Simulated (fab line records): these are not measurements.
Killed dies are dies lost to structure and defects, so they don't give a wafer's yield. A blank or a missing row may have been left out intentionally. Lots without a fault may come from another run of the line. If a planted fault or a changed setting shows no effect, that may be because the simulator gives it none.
A lot that was struck, set against a sound lot | flow n5Finfet | 25 out of 1938 route steps
Sound: the wafers L788.3, L788.4, L788.5. Struck: wafers L803.3, L803.4, L803.5. The cause is given at the end.
Each step with rows lists, per side, the tool, then ch with its chambers, then its first start. Under that, the readings that differ: sound wafers | struck wafers | difference of the means | sigmas: that difference in standard deviations of wafers without a fault.
alike: words and numbers the same on both sides, and readings whose means are apart by under 2 such deviations; not compared: readings that were withheld, readings missing a value for some wafer, numbers with overlapping values and no deviation given by the record, and bounds like >300 which may hide the same value.
A row with sigmas, a row that says differs or no value, or rows on one side alone: a step with any of these is where the two part. When numbers do not overlap yet have no deviation, they are printed without sigmas and do not part them. Lack of a reading on every wafer of one side parts them only where that side has two or more wafers.

first, 11 steps without rows for these wafers: N5_BEOL_M4_ETCH_74 (etches underlayer in N2/H2, target depth 6.5 nm, time 5.2 s); N5_BEOL_M4_ETCH_63 (etches SiARC in CF4, target depth 15.6 nm, time 26 s); N5_BEOL_M4_ETCH_64 (etches SOC in N2/H2, target depth 75 nm, overetch 22.5 nm, time 121.9 s); N5_BEOL_M4_STRIP_65 (strips in N2/H2); N5_BEOL_M4_STRIP_75 (strips in N2/H2); N5_BEOL_M4_STRIP_66 (strips in CF4); N5_BEOL_M4_HM_OPEN_17 (chemistry Cl2/BCl3, target TiN, target depth 20 nm, overetch 6 nm); N5_BEOL_M4_STRIP_19 (strips in O2); N5_BEOL_M4_COAT_67 (time 60 s, resist thk 60 nm); N5_BEOL_M4_COAT_68 (time 60 s, resist thk 12 nm); N5_BEOL_M4_COAT_76 (time 60 s, resist thk 5 nm).
N5_BEOL_M4_COAT_22: resist thk 30 nm.
  sound on lithoTrack-02 ch 0, day 14 09:45; struck on lithoTrack-03 ch 0, day 15 09:38
reading                                     | sound                | struck               | difference | sigmas
spinSpeedRpm (rpm)                          | 1500.8 1500.6 1499.5 | 1719.0 1718.3 1718.3 | +218.2     | +99 or more
model.CAR-EUV_of_BEOL_M4_COAT_22.thkNm (nm) | 29.8 29.8 29.8       | 28 28 28.2           | -2         | 
then, 9 steps without rows for these wafers: N5_BEOL_M4_EBR_24; N5_BEOL_M4_SOFTBAKE_23 (time 60 s); N5_BEOL_M4_EXPOSE_25 (exposes mask V3, defocus 5 nm); N5_BEOL_M4_PEB_26 (peb time 60 s); N5_BEOL_M4_DEVELOP_27 (develop time 30 s); N5_BEOL_M4_DESCUM_33 (chemistry O2, time 7 s); N5_BEOL_M4_ETCH_77 (etches underlayer in N2/H2, target depth 6.5 nm, time 5.2 s); N5_BEOL_M4_ETCH_69 (etches SiARC in CF4, target depth 15.6 nm, time 26 s); N5_BEOL_M4_ALD_98 (deposits SiO2, target thk 2.5 nm, pulse time 1 s, co reactant pulse time 1 s).
N5_BEOL_M4_ETCHBACK_99: etches SiO2 in CHF3, target depth 5 nm, time 10.4 s.
  sound on rieDiel-02 ch 0,1,3, day 15 06:58; struck on rieDiel-04 ch 1,3, day 16 02:44
reading                                     | sound             | struck            | difference | sigmas
rfVppV (V)                                  | 241.6 245.0 242.7 | 236.6 235.2 242.8 | -4.9       | -2
model.CAR-EUV_of_BEOL_M4_COAT_22.thkNm (nm) | 10.2 10.2 10.2    | 8.4 8.4 8.4       | -1.8       | 
  alike: chamberPressureMTorr, drypumpMotorCurrentA, oes_f_703_au, oesProductAu, showerheadPlenumPTorr, throttleValvePct
  not compared: rfHoursCounterH
then, 1 step without rows for these wafers: N5_BEOL_M4_ETCH_70 (etches SOC in N2/H2, target depth 80 nm, overetch 24 nm, time 130 s).
N5_BEOL_M4_RC_MEAS_101:
  sound on prober-02 ch 0, day 15 11:36; struck on prober-01 ch 0, day 16 09:44
  alike: DIBL_N, DIBL_P, IOFF_N, IOFF_P, ION_N, ION_P, SS_N, SS_P, VT_N, VT_P
-- here the record skips 5 days between the struck wafers' starts before and after, leaving off in module BEOL_M4 and picking up in module PASSIVATION (first step shown: number 1936 of the route) --
N5_PASSIVATION_PROBE_49:
  struck on prober-02, day 20 22:32; sound on prober-01, day 20 11:04
  alike: defectLimitedYield, killed_at_M0_to_M3, killed_at_M4_up, killedAtContacts, killedAtFrontEnd, killedAtOther, killedDies, killedOnRim, killedOpen, killedShort, sort_bin_5_function, sort_bin_6_memory, sortNPass, sortYieldPct

WHERE THEY PART
Last at N5_BEOL_M4_ETCHBACK_99 as far as this record goes, first at N5_BEOL_M4_COAT_22. Later steps at which nothing parts them and some readings are alike: N5_BEOL_M4_RC_MEAS_101, N5_PASSIVATION_PROBE_49.

WHY: what had been put in by the simulator
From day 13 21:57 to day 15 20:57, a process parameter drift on lithoTrack-03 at N5_BEOL_M4_COAT_22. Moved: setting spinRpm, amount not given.
